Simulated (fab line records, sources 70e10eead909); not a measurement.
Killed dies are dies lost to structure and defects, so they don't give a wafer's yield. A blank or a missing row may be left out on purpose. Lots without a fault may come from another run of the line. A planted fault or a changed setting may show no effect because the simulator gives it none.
One fault seen from 2 desks | flow nand_harc | each desk has only its own numbers; what lay behind them comes last

THE TOOL OWNER'S DESK: arfi_scanner-02
The tool's own readings at NHARC_P_M0_EXPOSE_06 (exposes mask P M0, target cd 90 nm): means of the sampled wafers that have a number, for each lot that ran on this tool. A lot is out of limits, marked OUT, if its mean lies more than 4 standard deviations from the usual mean; the brackets give that distance.
Columns: A = exposure_dose_mJ_cm2 at NHARC_P_M0_EXPOSE_06, usual 81.25
lot  | first seen here | A
L650 | day 8 22:20     | 81.20
L654 | day 9 22:00     | 55.59 (-99 or more) OUT
L658 | day 10 22:04    | 60.69 (-99 or more) OUT
L660 | day 11 05:06    | 63.76 (-99 or more) OUT
This desk's finding: out of limits on L654, L658, L660; first on L654, day 9 22:00 (exposure_dose_mJ_cm2 at NHARC_P_M0_EXPOSE_06). In limits: L650.

THE METROLOGY DESK
What the gauges read, lot by lot, whatever tool the lot ran on: means of the sampled wafers that have a number. A lot is out of limits, marked OUT, if its mean lies more than 4 standard deviations from the usual mean; the brackets give that distance.
Columns: A = cd_nm at NHARC_P_M0_CD_MEAS_09, usual 90.4 nm
lot  | first seen here | A
L639 | day 6 08:56     | 89.8
L640 | day 6 09:44     | 89.9
L643 | day 7 00:00     | 91.0
L642 | day 7 00:04     | 91.8
L645 | day 7 14:28     | 90.6
L646 | day 7 15:19     | 89.7
L647 | day 8 00:53     | 89.6
L651 | day 8 21:46     | 90.9
L650 | day 8 22:29     | 89.8
L649 | day 8 22:54     | 89.5
L653 | day 9 15:19     | 90.1
L654 | day 9 22:08     | 66.5 (-29) OUT
L658 | day 10 22:13    | 71.6 (-23) OUT
L660 | day 11 05:15    | 75.5 (-18) OUT
L661 | day 11 05:56    | 90.7
This desk's finding: out of limits on L654, L658, L660; first on L654, day 9 22:08 (cd_nm at NHARC_P_M0_CD_MEAS_09). In limits: L639, L640, L643, L642, L645, L646, L647, L651, L650, L649, L653, L661.

PUT TOGETHER
The tool owner's desk could have raised an alarm at day 9 22:00, on L654, L658, L660.
The metrology desk could have raised an alarm at day 9 22:08, on L654, L658, L660.
Of the lots named, all ran NHARC_P_M0_EXPOSE_06 on arfi_scanner-02.

WHAT THE SIMULATOR HAD PUT IN
Process parameter drift: arfi_scanner-02, from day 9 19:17 on, at NHARC_P_M0_EXPOSE_06. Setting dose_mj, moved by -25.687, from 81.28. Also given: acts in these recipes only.
Lots struck among those shown: L654, L658, L660.
Hours from the fault's start to each desk's first reading out of limits: the tool owner's desk, 3; the metrology desk, 3.
